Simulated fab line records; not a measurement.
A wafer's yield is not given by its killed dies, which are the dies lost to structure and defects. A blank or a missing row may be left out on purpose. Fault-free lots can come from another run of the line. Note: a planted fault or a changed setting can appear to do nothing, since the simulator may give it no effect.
The tool behind it: which one? || flow nandHarc || 24 lots, 72 wafers sampled, at 4 steps of a route of 1302

== WHAT THE GAUGES READ, wafer by wafer ==
NHARC_A_CHANNEL_HOLE_D2_CD_MEAS_31.
{"lot": "L075", "measured": "day 13 22:16", "on": "cdSem-02", "cdNm (nm)": "90.3 91.0 92.4"}
{"lot": "L074", "measured": "day 13 22:24", "on": "cdSem-03", "cdNm (nm)": "89.7 88.2 90.2"}
{"lot": "L076", "measured": "day 14 04:26", "on": "cdSem-03", "cdNm (nm)": "90.4 89.2 88.4"}
{"lot": "L077", "measured": "day 14 15:20", "on": "cdSem-01", "cdNm (nm)": "87.2 88.6 91.2"}
{"lot": "L078", "measured": "day 15 10:05", "on": "cdSem-02", "cdNm (nm)": "88.9 89.2 91.1"}
{"lot": "L079", "measured": "day 15 10:58", "on": "cdSem-01", "cdNm (nm)": "90.2 92.6 93.9"}
{"lot": "L082", "measured": "day 16 11:59", "on": "cdSem-01", "cdNm (nm)": "90.5 91.3 92.4"}
{"lot": "L080", "measured": "day 16 14:55", "on": "cdSem-02", "cdNm (nm)": "90.0 89.9 89.3"}
{"lot": "L081", "measured": "day 17 02:22", "on": "cdSem-02", "cdNm (nm)": "90.9 89.2 89.4"}
{"lot": "L083", "measured": "day 17 19:47", "on": "cdSem-01", "cdNm (nm)": "88.2 89.8 88.5"}
{"lot": "L085", "measured": "day 18 02:36", "on": "cdSem-03", "cdNm (nm)": "93.0 91.2 91.9"}
{"lot": "L084", "measured": "day 18 03:02", "on": "cdSem-01", "cdNm (nm)": "89.7 91.1 91.0"}
{"lot": "L086", "measured": "day 19 01:41", "on": "cdSem-01", "cdNm (nm)": "91.5 91.5 91.4"}
{"lot": "L088", "measured": "day 19 16:25", "on": "cdSem-01", "cdNm (nm)": "92.1 91.3 91.3"}
{"lot": "L087", "measured": "day 19 17:03", "on": "cdSem-01", "cdNm (nm)": "90.9 87.0 89.4"}
{"lot": "L089", "measured": "day 20 03:41", "on": "cdSem-01", "cdNm (nm)": "90.8 89.3 86.9"}
{"lot": "L091", "measured": "day 20 03:51", "on": "cdSem-02", "cdNm (nm)": "91.0 92.5 91.0"}
{"lot": "L090", "measured": "day 20 07:56", "on": "cdSem-02", "cdNm (nm)": "90.2 89.1 90.1"}
{"lot": "L092", "measured": "day 20 19:56", "on": "cdSem-03", "cdNm (nm)": "91.1 92.5 91.9"}
{"lot": "L094", "measured": "day 21 22:53", "on": "cdSem-03", "cdNm (nm)": "90.8 89.0 90.9"}
{"lot": "L095", "measured": "day 22 00:27", "on": "cdSem-03", "cdNm (nm)": "90.4 92.7 92.1"}
{"lot": "L093", "measured": "day 22 03:03", "on": "cdSem-01", "cdNm (nm)": "92.8 92.0 89.9"}
{"lot": "L096", "measured": "day 22 14:37", "on": "cdSem-01", "cdNm (nm)": "89.9 89.5 90.0"}
{"lot": "L097", "measured": "day 23 05:59", "on": "cdSem-01", "cdNm (nm)": "91.0 88.2 88.6"}

NHARC_A_CHANNEL_HOLE_D2_INSPECT_40.
{"lot": "L075", "measured": "day 13 22:28", "on": "defectInspect-02", "rawDefectCount": "389 395 322"}
{"lot": "L074", "measured": "day 13 22:35", "on": "defectInspect-01", "rawDefectCount": "283 247 347"}
{"lot": "L076", "measured": "day 14 04:37", "on": "defectInspect-01", "rawDefectCount": "393 397 380"}
{"lot": "L077", "measured": "day 14 15:31", "on": "defectInspect-01", "rawDefectCount": "308 239 246"}
{"lot": "L078", "measured": "day 15 10:16", "on": "defectInspect-02", "rawDefectCount": "258 524 316"}
{"lot": "L079", "measured": "day 15 11:09", "on": "defectInspect-01", "rawDefectCount": "310 371 308"}
{"lot": "L082", "measured": "day 16 12:10", "on": "defectInspect-02", "rawDefectCount": "189 200 308"}
{"lot": "L080", "measured": "day 16 15:06", "on": "defectInspect-02", "rawDefectCount": "212 231 291"}
{"lot": "L081", "measured": "day 17 02:34", "on": "defectInspect-02", "rawDefectCount": "231 303 372"}
{"lot": "L083", "measured": "day 17 19:58", "on": "defectInspect-01", "rawDefectCount": "153 174 170"}
{"lot": "L085", "measured": "day 18 02:47", "on": "defectInspect-01", "rawDefectCount": "342 267 313"}
{"lot": "L084", "measured": "day 18 03:13", "on": "defectInspect-02", "rawDefectCount": "391 332 241"}
{"lot": "L086", "measured": "day 19 01:53", "on": "defectInspect-02", "rawDefectCount": "344 189 216"}
{"lot": "L088", "measured": "day 19 16:35", "on": "defectInspect-02", "rawDefectCount": "391 363 213"}
{"lot": "L087", "measured": "day 19 17:14", "on": "defectInspect-01", "rawDefectCount": "487 271 328"}
{"lot": "L089", "measured": "day 20 03:52", "on": "defectInspect-02", "rawDefectCount": "369 284 409"}
{"lot": "L091", "measured": "day 20 04:02", "on": "defectInspect-01", "rawDefectCount": "332 407 453"}
{"lot": "L090", "measured": "day 20 08:08", "on": "defectInspect-01", "rawDefectCount": "201 168 191"}
{"lot": "L092", "measured": "day 20 20:08", "on": "defectInspect-02", "rawDefectCount": "253 235 220"}
{"lot": "L094", "measured": "day 21 23:04", "on": "defectInspect-01", "rawDefectCount": "473 205 440"}
{"lot": "L095", "measured": "day 22 00:38", "on": "defectInspect-01", "rawDefectCount": "322 333 776"}
{"lot": "L093", "measured": "day 22 03:14", "on": "defectInspect-01", "rawDefectCount": "206 262 250"}
{"lot": "L096", "measured": "day 22 14:49", "on": "defectInspect-02", "rawDefectCount": "261 231 222"}
{"lot": "L097", "measured": "day 23 06:11", "on": "defectInspect-02", "rawDefectCount": "352 300 227"}

NHARC_A_CHANNEL_FILL_D2_THK_MEAS_06: measures by ellipsometry.
{"lot": "L075", "measured": "day 15 10:04", "on": "filmMetro-02", "thkNm (nm)": "6.7 5.5 5.8"}
{"lot": "L074", "measured": "day 15 10:04", "on": "filmMetro-01", "thkNm (nm)": "4.6 4.7 4.9"}
{"lot": "L076", "measured": "day 15 16:35", "on": "filmMetro-02", "thkNm (nm)": "5.4 4.0 4.3"}
{"lot": "L077", "measured": "day 16 06:26", "on": "filmMetro-02", "thkNm (nm)": "5.0 4.6 3.9"}
{"lot": "L078", "measured": "day 17 05:14", "on": "filmMetro-01", "thkNm (nm)": "3.9 4.0 5.2"}
{"lot": "L079", "measured": "day 17 05:14", "on": "filmMetro-02", "thkNm (nm)": "5.5 6.4 4.6"}
{"lot": "L082", "measured": "day 18 01:52", "on": "filmMetro-01", "thkNm (nm)": "4.6 3.3 4.3"}
{"lot": "L080", "measured": "day 18 01:52", "on": "filmMetro-02", "thkNm (nm)": "4.1 4.4 4.5"}
{"lot": "L081", "measured": "day 18 17:54", "on": "filmMetro-02", "thkNm (nm)": "5.5 6.3 4.7"}
{"lot": "L083", "measured": "day 19 08:00", "on": "filmMetro-01", "thkNm (nm)": "5.6 6.5 5.9"}
{"lot": "L085", "measured": "day 19 14:26", "on": "filmMetro-02", "thkNm (nm)": "3.6 5.3 4.1"}
{"lot": "L084", "measured": "day 19 14:26", "on": "filmMetro-01", "thkNm (nm)": "6.9 5.3 5.6"}
{"lot": "L086", "measured": "day 20 14:24", "on": "filmMetro-02", "thkNm (nm)": "6.2 5.0 4.8"}
{"lot": "L088", "measured": "day 21 04:23", "on": "filmMetro-01", "thkNm (nm)": "4.7 4.6 6.3"}
{"lot": "L087", "measured": "day 21 04:23", "on": "filmMetro-02", "thkNm (nm)": "5.6 4.8 6.0"}
{"lot": "L089", "measured": "day 21 15:44", "on": "filmMetro-01", "thkNm (nm)": "5.0 5.1 6.1"}
{"lot": "L091", "measured": "day 21 15:44", "on": "filmMetro-02", "thkNm (nm)": "5.9 6.0 4.2"}
{"lot": "L090", "measured": "day 21 20:22", "on": "filmMetro-02", "thkNm (nm)": "4.7 6.1 6.4"}
{"lot": "L092", "measured": "day 22 08:40", "on": "filmMetro-02", "thkNm (nm)": "4.3 3.7 6.7"}
{"lot": "L094", "measured": "day 23 11:02", "on": "filmMetro-02", "thkNm (nm)": "4.2 3.6 6.1"}
{"lot": "L095", "measured": "day 23 11:02", "on": "filmMetro-01", "thkNm (nm)": "4.3 4.4 5.6"}
{"lot": "L093", "measured": "day 23 15:54", "on": "filmMetro-01", "thkNm (nm)": "5.1 4.2 3.8"}
{"lot": "L096", "measured": "day 24 04:17", "on": "filmMetro-02", "thkNm (nm)": "4.7 5.6 5.7"}
{"lot": "L097", "measured": "day 24 16:17", "on": "filmMetro-02", "thkNm (nm)": "6.2 4.8 5.4"}

== WHICH TOOL RAN EACH LOT (tool, then ch and the chambers of the sampled wafers, then the start) ==
{"lot": "L075", "NHARC_A_CHANNEL_FILL_D2_ALD_02": "aldHk-03 ch 1,2,3, day 13 22:47"}
{"lot": "L074", "NHARC_A_CHANNEL_FILL_D2_ALD_02": "aldHk-03 ch 2,3, day 13 23:05"}
{"lot": "L076", "NHARC_A_CHANNEL_FILL_D2_ALD_02": "aldHk-03 ch 0,1,2, day 14 04:48"}
{"lot": "L077", "NHARC_A_CHANNEL_FILL_D2_ALD_02": "aldHk-04 ch 0,2,3, day 14 15:52"}
{"lot": "L078", "NHARC_A_CHANNEL_FILL_D2_ALD_02": "aldHk-03 ch 0,1,2, day 15 11:22"}
{"lot": "L079", "NHARC_A_CHANNEL_FILL_D2_ALD_02": "aldHk-03 ch 0,2,3, day 15 11:58"}
{"lot": "L082", "NHARC_A_CHANNEL_FILL_D2_ALD_02": "aldHk-02 ch 0,3, day 16 12:22"}
{"lot": "L080", "NHARC_A_CHANNEL_FILL_D2_ALD_02": "aldHk-04 ch 0,1, day 16 15:22"}
{"lot": "L081", "NHARC_A_CHANNEL_FILL_D2_ALD_02": "aldHk-03 ch 0,1,3, day 17 02:45"}
{"lot": "L083", "NHARC_A_CHANNEL_FILL_D2_ALD_02": "aldHk-02 ch 0,1,2, day 17 20:23"}
{"lot": "L085", "NHARC_A_CHANNEL_FILL_D2_ALD_02": "aldHk-03 ch 0,3, day 18 02:59"}
{"lot": "L084", "NHARC_A_CHANNEL_FILL_D2_ALD_02": "aldHk-03 ch 0,1,3, day 18 03:38"}
{"lot": "L086", "NHARC_A_CHANNEL_FILL_D2_ALD_02": "aldHk-03 ch 0,2, day 19 02:08"}
{"lot": "L088", "NHARC_A_CHANNEL_FILL_D2_ALD_02": "aldHk-04 ch 0,1, day 19 16:47"}
{"lot": "L087", "NHARC_A_CHANNEL_FILL_D2_ALD_02": "aldHk-04 ch 0,2,3, day 19 17:26"}
{"lot": "L089", "NHARC_A_CHANNEL_FILL_D2_ALD_02": "aldHk-04 ch 0,3, day 20 04:11"}
{"lot": "L091", "NHARC_A_CHANNEL_FILL_D2_ALD_02": "aldHk-02 ch 0,1,2, day 20 04:27"}
{"lot": "L090", "NHARC_A_CHANNEL_FILL_D2_ALD_02": "aldHk-03 ch 0,1,3, day 20 08:19"}
{"lot": "L092", "NHARC_A_CHANNEL_FILL_D2_ALD_02": "aldHk-04 ch 0,1, day 20 20:19"}
{"lot": "L094", "NHARC_A_CHANNEL_FILL_D2_ALD_02": "aldHk-03 ch 1,2,3, day 21 23:20"}
{"lot": "L095", "NHARC_A_CHANNEL_FILL_D2_ALD_02": "aldHk-04 ch 0,1,3, day 22 00:50"}
{"lot": "L093", "NHARC_A_CHANNEL_FILL_D2_ALD_02": "aldHk-03 ch 1,2, day 22 03:25"}
{"lot": "L096", "NHARC_A_CHANNEL_FILL_D2_ALD_02": "aldHk-04 ch 0,1, day 22 15:01"}
{"lot": "L097", "NHARC_A_CHANNEL_FILL_D2_ALD_02": "aldHk-03 ch 0,1,2, day 23 06:31"}
- NHARC_A_CHANNEL_FILL_D2_ALD_02: deposits SiO2, target thk 6 nm, pulse time 10 s, ald cycles 60.

== AS READ BY THE TOOLS THEMSELVES (means over the sampled wafers that have a number; for cases with no such wafer, the mark the record gives instead) ==
NHARC_A_CHANNEL_FILL_D2_ALD_02.
{"lot": "L075", "tool": "aldHk-03", "heaterPowerOuterW (W)": 274, "heaterPowerW (W)": 484, "precursorPulseHeightRel": 1.003}
{"lot": "L074", "tool": "aldHk-03", "heaterPowerOuterW (W)": 250, "heaterPowerW (W)": 450, "precursorPulseHeightRel": 1.008}
{"lot": "L076", "tool": "aldHk-03", "heaterPowerOuterW (W)": 295, "heaterPowerW (W)": 514, "precursorPulseHeightRel": 0.980}
{"lot": "L077", "tool": "aldHk-04", "heaterPowerOuterW (W)": 273, "heaterPowerW (W)": 506, "precursorPulseHeightRel": 0.973}
{"lot": "L078", "tool": "aldHk-03", "heaterPowerOuterW (W)": 298, "heaterPowerW (W)": 516, "precursorPulseHeightRel": 1.002}
{"lot": "L079", "tool": "aldHk-03", "heaterPowerOuterW (W)": 270, "heaterPowerW (W)": 481, "precursorPulseHeightRel": 1.013}
{"lot": "L082", "tool": "aldHk-02", "heaterPowerOuterW (W)": 256, "heaterPowerW (W)": 439, "precursorPulseHeightRel": 1.014}
{"lot": "L080", "tool": "aldHk-04", "heaterPowerOuterW (W)": 254, "heaterPowerW (W)": 470, "precursorPulseHeightRel": 0.990}
{"lot": "L081", "tool": "aldHk-03", "heaterPowerOuterW (W)": 270, "heaterPowerW (W)": 463, "precursorPulseHeightRel": 1.008}
{"lot": "L083", "tool": "aldHk-02", "heaterPowerOuterW (W)": 268, "heaterPowerW (W)": 465, "precursorPulseHeightRel": 0.981}
{"lot": "L085", "tool": "aldHk-03", "heaterPowerOuterW (W)": 256, "heaterPowerW (W)": 431, "precursorPulseHeightRel": 0.985}
{"lot": "L084", "tool": "aldHk-03", "heaterPowerOuterW (W)": 263, "heaterPowerW (W)": 447, "precursorPulseHeightRel": 1.007}
{"lot": "L086", "tool": "aldHk-03", "heaterPowerOuterW (W)": 292, "heaterPowerW (W)": 518, "precursorPulseHeightRel": 0.997}
{"lot": "L088", "tool": "aldHk-04", "heaterPowerOuterW (W)": 247, "heaterPowerW (W)": 457, "precursorPulseHeightRel": 0.988}
{"lot": "L087", "tool": "aldHk-04", "heaterPowerOuterW (W)": 274, "heaterPowerW (W)": 497, "precursorPulseHeightRel": 0.985}
{"lot": "L089", "tool": "aldHk-04", "heaterPowerOuterW (W)": 268, "heaterPowerW (W)": 506, "precursorPulseHeightRel": 1.003}
{"lot": "L091", "tool": "aldHk-02", "heaterPowerOuterW (W)": 265, "heaterPowerW (W)": 461, "precursorPulseHeightRel": 0.995}
{"lot": "L090", "tool": "aldHk-03", "heaterPowerOuterW (W)": 258, "heaterPowerW (W)": 439, "precursorPulseHeightRel": 0.985}
{"lot": "L092", "tool": "aldHk-04", "heaterPowerOuterW (W)": 263, "heaterPowerW (W)": 505, "precursorPulseHeightRel": 0.998}
{"lot": "L094", "tool": "aldHk-03", "heaterPowerOuterW (W)": 271, "heaterPowerW (W)": 482, "precursorPulseHeightRel": 1.024}
{"lot": "L095", "tool": "aldHk-04", "heaterPowerOuterW (W)": 250, "heaterPowerW (W)": 458, "precursorPulseHeightRel": 0.968}
{"lot": "L093", "tool": "aldHk-03", "heaterPowerOuterW (W)": 299, "heaterPowerW (W)": 536, "precursorPulseHeightRel": 1.001}
{"lot": "L096", "tool": "aldHk-04", "heaterPowerOuterW (W)": 262, "heaterPowerW (W)": 513, "precursorPulseHeightRel": 1.007}
{"lot": "L097", "tool": "aldHk-03", "heaterPowerOuterW (W)": 286, "heaterPowerW (W)": 506, "precursorPulseHeightRel": 0.971}

== THE ANSWER, worked out from the rows above alone ==
Rule: the lots themselves supply what counts as usual. Put in order of their means at a reading, lots are off if they are a third of the lots or fewer, leave a main group of 4 or more, and stand apart from it by a gap of 3 or more times the standard deviation of the main group's means; of several such gaps the widest counts. A main group whose means are all the same, to the digits that the tables above print for the reading, isn't used. Also off: a lot with no number at a reading for which 4 or more lots have one. All remaining lots with rows at the step are treated as sound. Order of review: gauges by route order, followed by the tools' own readings, for which a lot's mean as printed above is used. At the first step where some lot is off, the reading lying furthest off is the one used; lots without a number count as furthest.
None of the lots is off at any reading shown; this tells nothing.

== WHAT THE SIMULATOR PUT IN ==
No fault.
